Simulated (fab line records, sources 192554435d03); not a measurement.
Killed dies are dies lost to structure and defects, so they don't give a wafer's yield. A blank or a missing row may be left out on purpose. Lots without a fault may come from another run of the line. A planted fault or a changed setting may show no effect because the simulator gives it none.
Chamber matching | flow n5_finfet | N5_BEOL_M2_ALD_98 on ald_sin-01: 4 sister chambers
The step deposits SiO2, target thk 2.5 nm, pulse time 1 s, co reactant pulse time 1 s. 8 wafers are shown with their chamber, then 7 later ones without.

WAFERS WITH THEIR CHAMBER
wafer  | chamber | heater_power_w (W) | precursor_pulse_height_rel
L077.2 | 0       | 76                 | 1.032
L078.4 | 0       | 77                 | 1.016
L081.4 | 1       | 90                 | 1.014
L083.1 | 2       | 82                 | 0.990
L083.2 | 1       | 90                 | 0.994
L083.3 | 3       | 67                 | 0.981
L085.1 | 3       | 69                 | 1.000
L085.3 | 2       | 82                 | 0.995

WAFERS WITHOUT THEIR CHAMBER
wafer  | heater_power_w (W) | precursor_pulse_height_rel
L085.5 | 77                 | 0.965
L090.1 | 74                 | 1.021
L090.3 | 68                 | 1.043
L090.4 | 81                 | 0.985
L096.1 | 68                 | 0.963
L096.4 | 76                 | 0.963
L096.5 | 79                 | 1.019

WHICH CHAMBER EACH WENT THROUGH
wafer  | from the rows above     | in truth
L085.5 | can't be placed: 0 or 2 | 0
L090.1 | 0                       | 0
L090.3 | 3                       | 3
L090.4 | 2                       | 2
L096.1 | 3                       | 3
L096.4 | 0                       | 0
L096.5 | can't be placed: 0 or 2 | 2
Placed correctly: 5 of 7. Can't be placed from these rows: 2 (the true chamber is among the candidates in 2). Placed wrongly: 0.
How it was worked out, from the rows above alone: a wafer's distance from a chamber is the root of the sum, over the readings, of the square of ((its reading less the chamber's mean) divided by the reading's scatter). The wafer belongs to the nearest chamber; if the next one is less than 2 further off, it can't be placed. A chamber's mean is the mean of its shown wafers. The scatter: the root of (the sum of the squares of (reading less its chamber's mean) over the shown wafers, divided by (wafers less chambers)).
